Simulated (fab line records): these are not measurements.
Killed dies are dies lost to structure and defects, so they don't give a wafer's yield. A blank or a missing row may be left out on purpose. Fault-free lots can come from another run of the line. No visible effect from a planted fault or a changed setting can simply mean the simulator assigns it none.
8D (eight disciplines) problem report, filled in by code	flow n5_finfet	the parts of the form that need people (team, actions taken, sign-off) are left out

1. THE ISSUE
Mean of susceptor_temp_C at N5_FIN_SAQP_SPACER1_ALD_24: 291.98 C across 6 wafers in 2 lots; on wafers with no fault it is 300.01 C (standard deviation 0.19). That is -42 standard deviations from the usual mean.
The step: deposits SiO2, target thk 20.3 nm, pulse time 1 s, purge time 2 s.
Earliest sighting: wafer L964.1 on ald_sin-04 at day 2 23:25. At this step, 24 wafers from 8 lots have a number in the record. The rule behind "out" and "out of limits": a value lying over 4 standard deviations away from the usual mean. All remaining wafers that have a number are taken as sound.

2. WHAT IT IS AND WHAT IT IS NOT
question	is	is not
which readings at this step	susceptor_temp_C	precursor_pulse_height_rel
which lots	L964, L968	L960, L963, L970, L976, L977, L979
which wafers of those lots	all that have a number	-
read on which tools	ald_sin-04	ald_sin-01, ald_sin-03
when	from day 2 23:25	up to then (6 sound wafers); but 12 sound wafers of L970, L976, L977, L979 came after

3. THE SUSPECTS, EACH WITH WHAT RULES IT OUT
Counting: any tool at a process step up to the reading is kept as a suspect provided that every lot that is out went through it and no sound lot did after the first of them.
- rie_si-01 at N5_FIN_SAQP_MANDREL_ETCH_22 (etches a-Si in HBr/Cl2, stops on SiNx, target depth 60 nm, bt time 10 s, time 30 s): ruled out as a lasting fault. Following L964 (day 2 22:37), the first lot on it that is out, the sound lots L970 were run on it.
- ald_sin-04 at N5_FIN_SAQP_SPACER1_ALD_24 (deposits SiO2, target thk 20.3 nm, pulse time 1 s, purge time 2 s): kept. All lots that are out passed through it, beginning with L964 at day 2 23:25, and no sound lot followed; its final sound lot before that point was L963 at day 2 17:25. On those wafers its own readings are out: susceptor_temp_C.
After counting, what remains is ald_sin-04 at N5_FIN_SAQP_SPACER1_ALD_24.

4. THE CAUSE (what the simulator had put in)
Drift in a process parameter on ald_sin-04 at N5_FIN_SAQP_SPACER1_ALD_24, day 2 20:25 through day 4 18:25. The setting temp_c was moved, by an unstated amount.
Counting left only this tool.

5. THE EFFECT CHAIN, in route order
One row per reading whose mean, taken over the struck wafers that have a number, lies over 3 standard deviations from the usual. Readings are gone through only where the record gives a usual standard deviation; hours: the median, over the lots, of the time from a lot's start at the first step in this table giving one to that lot's start at this step; sigmas: the change measured in usual standard deviations.
hours	step	reading	usual	on struck wafers	change	sigmas
0	N5_FIN_SAQP_SPACER1_ALD_24	susceptor_temp_C	300.01 C	291.98	-8.03	-42
The process steps in it:
- N5_FIN_SAQP_SPACER1_ALD_24: deposits SiO2, target thk 20.3 nm, pulse time 1 s, purge time 2 s.
Later measuring or inspecting steps at which every struck wafer that the step has a row for has a number for every such reading, and none has moved that far: N5_FIN_SAQP_CD_MEAS_27, N5_BEOL_M4_RC_MEAS_101.

6. WHAT WOULD HAVE CAUGHT IT SOONER
3 hours passed between the start of the fault at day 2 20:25 and the first reading out of limits in this record, taken at day 2 23:25.
